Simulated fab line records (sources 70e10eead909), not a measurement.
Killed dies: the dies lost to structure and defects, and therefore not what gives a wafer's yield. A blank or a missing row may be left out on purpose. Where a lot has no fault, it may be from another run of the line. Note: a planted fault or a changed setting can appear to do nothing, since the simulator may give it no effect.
Problem report in the 8D (eight disciplines) form, filled by code	flow nand harc	the parts of the form that need people (team, actions taken, sign-off) are left out

## 1. WHAT WENT WRONG
Mean of killed dies at NHARC_END_SORT_01: 677 across 3 wafers in 3 lots; on wafers with no fault it is 61 (standard deviation 16). That is +38 standard deviations from the usual mean.
The first sign was on wafer L810.6 at day 31 05:35, on prober-02. The record has a number at this step for 7 wafers belonging to 3 lots. The rule behind "out" and "out of limits": a value lying over 4 standard deviations away from the usual mean. The rest of the wafers with a number are treated as sound.

## 2. WHAT IT IS, AND WHAT IT ISN'T
question	is	is not
which readings at this step	killed dies, killed at array	killed at other, killed at periphery, killed open, killed short
which lots	L810, L812, L814	-
which wafers of those lots	L810.6, L812.3, L814.3	L810.2, L810.5, L812.5, L814.2
read on which gauges	prober-01, prober-02	-
when	from day 31 05:35	up to then (2 sound wafers); but 2 sound wafers of L812, L814 came after

## 3. THE SUSPECTS, EACH WITH WHAT RULES IT OUT
Counting: if a tool at a process step up to the reading ran every lot that is out, it stays a suspect. Sound lots after the first of them don't rule it out here, since some wafers of a struck lot are sound.
- the gauge at NHARC_END_SORT_01 has been ruled out. 2 gauges (prober-01, prober-02) read the wafers that are out.
- rie metal-02 at NHARC_A_WL_FILL_ETCHBACK_04 (etches the open film in NF3, target depth 60 nm, time 120 s): kept. It ran every lot that is out, first L810 (day 27 03:49). Out on those wafers are its own readings of run length s.
- rie metal-02 at NHARC_A_WL_FILL_ETCHBACK_05 (etches the open film in Cl2/BCl3, target depth 22 nm, time 60 s): kept. It ran every lot that is out, first L810 (day 27 04:03).
The count leaves rie metal-02 at NHARC_A_WL_FILL_ETCHBACK_05 and rie metal-02 at NHARC_A_WL_FILL_ETCHBACK_04.

## 4. THE CAUSE (what the simulator had put in)
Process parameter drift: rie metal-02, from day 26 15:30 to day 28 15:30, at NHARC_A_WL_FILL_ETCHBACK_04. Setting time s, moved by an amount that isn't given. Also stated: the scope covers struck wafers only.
Counting left 2 suspects, and this tool is among them.

## 5. THE EFFECT CHAIN, in route order
Each row: a reading where the mean over the struck wafers with a number is more than 3 standard deviations away from the usual. Scope: only readings with a usual standard deviation given in the record; hours: median across lots of the time from each lot's start at the first step in this table that gives one to its start at this step; sigmas: change in usual standard deviations.
hours	step	reading	usual	on struck wafers	change	sigmas
0	NHARC_A_WL_FILL_ETCHBACK_04	run length s	141.3 s	78.3	-63.0	-99 or more
99	NHARC_END_SORT_01	killed at array	56	674	+618	+36
99	NHARC_END_SORT_01	killed dies	61	677	+616	+38
Here are the process steps it includes:
- NHARC_A_WL_FILL_ETCHBACK_04: etches the open film in NF3, target depth 60 nm, time 120 s.

## 6. WHAT WOULD HAVE CAUGHT IT SOONER
The first out-of-limits reading at a measuring or inspecting step in this record came at day 31 05:35, 110 hours after the fault's start at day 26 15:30.
The tool's own readings at NHARC_A_WL_FILL_ETCHBACK_04 were out on every struck wafer that the step has a row for (run length s): an alarm limit on them would have fired on the first of those.
All the lots that are out (3) had begun NHARC_A_WL_FILL_ETCHBACK_04 on rie metal-02 by day 31 05:35. Had the tool been put on hold then, not one of them would have been saved.
